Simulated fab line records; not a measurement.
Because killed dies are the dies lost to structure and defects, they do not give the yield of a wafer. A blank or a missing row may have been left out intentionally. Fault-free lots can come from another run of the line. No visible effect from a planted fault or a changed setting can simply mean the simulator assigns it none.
A lot that was struck, set against a sound lot :: flow nand harc :: 12 steps out of a route of 1159
Sound: these wafers, L831.2, L831.5, L831.6. Struck: wafers L836.1, L836.2 (left out: L836.5, a lot-mate that was not struck); the cause follows at the end.
At each step with rows: each side's tool, then ch and its chambers, then its first start. Under that, the readings that differ: sound wafers :: struck wafers :: difference of the means :: sigmas: that difference in standard deviations of wafers without a fault.
alike: readings whose means differ by less than 2 such deviations, and words and numbers that are the same on both sides. not compared: withheld readings, readings that some wafer has no value for, bounds like >300 that may hide the same value, and numbers for which the record gives no deviation and whose values overlap.
Wherever a step has rows on one side only, a row that says differs or no value, or a row with sigmas, the two part there. When numbers do not overlap yet have no deviation, they are printed without sigmas and do not part them. A reading that every wafer of one side lacks parts them only if that side has two wafers or more.

NHARC_A_SOURCE_PLATE_THK_MEAS_06: measures by ellipsometry.
  sound on film metro-01 at day 8 01:55; struck on film metro-02 at day 8 23:16
  alike: thk nm
NHARC_A_SOURCE_PLATE_INSPECT_08:
  sound on defect inspect-01 at day 8 02:01; struck on defect inspect-02 at day 8 23:21
  alike: raw defect count
then, no rows for these wafers at 1 step: NHARC_A_ONON_D1_DEP_00 (target thk 1000 nm).
NHARC_A_ONON_D1_THK_MEAS_02: measures by ellipsometry.
  sound on film metro-01 at day 8 02:36; struck on film metro-01 at day 8 23:56
reading: thk nm (nm)
sound: 1011 1011 1011
struck: 988 989
difference: -22
sigmas: -2
then, no rows for these wafers at 1 step: NHARC_A_ONON_D1_DEP_03 (target thk 1000 nm).
NHARC_A_ONON_D1_THK_MEAS_05: measures by ellipsometry.
  sound on film metro-01 at day 8 03:10; struck on film metro-01 at day 9 00:30
  alike: thk nm
then, no rows for these wafers at 1 step: NHARC_A_ONON_D1_DEP_06 (target thk 1000 nm).
NHARC_A_ONON_D1_THK_MEAS_08: measures by ellipsometry.
  sound on film metro-02 at day 8 03:44; struck on film metro-02 at day 9 01:04
reading: thk nm (nm)
sound: 977 980 981
struck: 1006 1006
difference: +27
sigmas: +3
then, no rows for these wafers at 1 step: NHARC_A_ONON_D1_DEP_09 (target thk 1000 nm).
NHARC_A_ONON_D1_THK_MEAS_11: measures by ellipsometry.
  sound on film metro-02 at day 8 04:19; struck on film metro-02 at day 9 01:38
  alike: thk nm
NHARC_A_ONON_D1_DEP_12: target thk 1000 nm.
  sound on pecvd onon-03 ch 0, day 8 04:25; struck on pecvd onon-03 ch 0, day 9 01:41
NHARC_A_ONON_D1_THK_MEAS_14: measures by ellipsometry.
  sound on film metro-02 at day 8 04:53; struck on film metro-01 at day 9 02:22
reading: thk nm (nm)
sound: 1019 1021 1020
struck: 494 494
difference: -526
sigmas: -58
  not compared: hold

== WHERE THEY PART ==
At NHARC_A_ONON_D1_THK_MEAS_02 first; at NHARC_A_ONON_D1_THK_MEAS_14 last (within this record only).

WHY: whatever the simulator had introduced
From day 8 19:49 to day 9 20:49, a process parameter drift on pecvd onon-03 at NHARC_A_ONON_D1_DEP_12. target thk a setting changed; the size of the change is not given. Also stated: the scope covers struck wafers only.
